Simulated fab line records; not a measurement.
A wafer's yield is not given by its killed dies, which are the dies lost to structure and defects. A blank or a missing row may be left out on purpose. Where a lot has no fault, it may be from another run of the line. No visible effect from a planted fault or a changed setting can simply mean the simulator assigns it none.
Matching of chambers | flow n5 finfet | rie diel-04 running N5_BEOL_M9_VIA_ETCH_34: 4 sister chambers
The step etches SiCOH lowk in C4F6/O2, target depth 182.4 nm, time 68.4 s. 27 wafers are shown with their chamber, then 12 later ones without.

## WAFERS WITH THEIR CHAMBER
wafer  | chamber | showerhead plenum p Torr (Torr) | drypump motor current A (A) | rf vpp V (V)
L076.2 | 0       | 2.91                            | 5.7                         | 665
L076.3 | 3       | 2.71                            | 6.6                         | 677
L076.4 | 1       | 2.88                            | 6.5                         | 683
L077.1 | 3       | 2.71                            | 6.6                         | 679
L077.2 | 0       | 2.91                            | 5.7                         | 665
L077.4 | 2       | 2.93                            | 5.7                         | 702
L080.3 | 3       | 2.71                            | 6.6                         | 677
L080.4 | 0       | 2.91                            | 5.7                         | 665
L080.5 | 0       | 2.90                            | 5.7                         | 663
L082.3 | 1       | 2.88                            | 6.5                         | 681
L082.4 | 3       | 2.71                            | 6.6                         | 677
L082.5 | 3       | 2.71                            | 6.6                         | 678
L084.2 | 1       | 2.88                            | 6.5                         | 683
L084.3 | 0       | 2.90                            | 5.7                         | 665
L084.6 | 1       | 2.88                            | 6.5                         | 682
L083.2 | 1       | 2.88                            | 6.5                         | 683
L083.5 | 3       | 2.70                            | 6.7                         | 675
L083.6 | 2       | 2.93                            | 5.7                         | 702
L086.1 | 1       | 2.88                            | 6.5                         | 682
L086.3 | 3       | 2.70                            | 6.6                         | 678
L086.5 | 0       | 2.90                            | 5.7                         | 664
L085.2 | 0       | 2.90                            | 5.7                         | 664
L085.5 | 0       | 2.90                            | 5.7                         | 665
L085.6 | 1       | 2.88                            | 6.5                         | 683
L088.1 | 0       | 2.90                            | 5.8                         | 664
L088.3 | 1       | 2.87                            | 6.5                         | 683
L088.4 | 3       | 2.70                            | 6.6                         | 676

SIGNATURES (means of the wafers above)
reading                  | chamber 0 | chamber 1 | chamber 2 | chamber 3 | scatter within a chamber
showerhead plenum p Torr | 2.9033    | 2.8788    | 2.9300    | 2.7062    | 0.00454
drypump motor current A  | 5.711     | 6.500     | 5.700     | 6.612     | 0.0277
rf vpp V                 | 664.44    | 682.50    | 702.00    | 677.12    | 0.911
Rule: a wafer lies at a distance from a chamber equal to the root of the sum of squares, over the readings, of (its reading less the chamber's mean, divided by the reading's scatter). The wafer belongs to the nearest chamber; if the next one is less than 2 further off, it can't be placed. The scatter: the root of (the sum of the squares of (reading less its chamber's mean) over the shown wafers, divided by (wafers less chambers)).

## WAFERS WHOSE CHAMBER IS MISSING
wafer  | showerhead plenum p Torr (Torr) | drypump motor current A (A) | rf vpp V (V)
L089.1 | 2.87                            | 6.5                         | 683
L089.4 | 2.92                            | 5.7                         | 701
L089.5 | 2.87                            | 6.5                         | 682
L093.3 | 2.89                            | 5.8                         | 664
L093.4 | 2.92                            | 5.7                         | 698
L093.6 | 2.70                            | 6.6                         | 676
L095.2 | 2.70                            | 6.6                         | 678
L095.3 | 2.89                            | 5.7                         | 663
L095.4 | 2.92                            | 5.7                         | 701
L096.2 | 2.69                            | 6.6                         | 677
L096.4 | 2.89                            | 5.8                         | 667
L096.6 | 2.89                            | 5.7                         | 665

## THE CHAMBER EACH PASSED THROUGH
wafer  | from the rows above | in truth
L089.1 | 1                   | 1
L089.4 | 2                   | 2
L089.5 | 1                   | 1
L093.3 | 0                   | 0
L093.4 | 2                   | 2
L093.6 | 3                   | 3
L095.2 | 3                   | 3
L095.3 | 0                   | 0
L095.4 | 2                   | 2
L096.2 | 3                   | 3
L096.4 | 0                   | 0
L096.6 | 0                   | 0
12 of 12 placed correctly. Number that these rows cannot place: 0. Placed wrongly: 0.
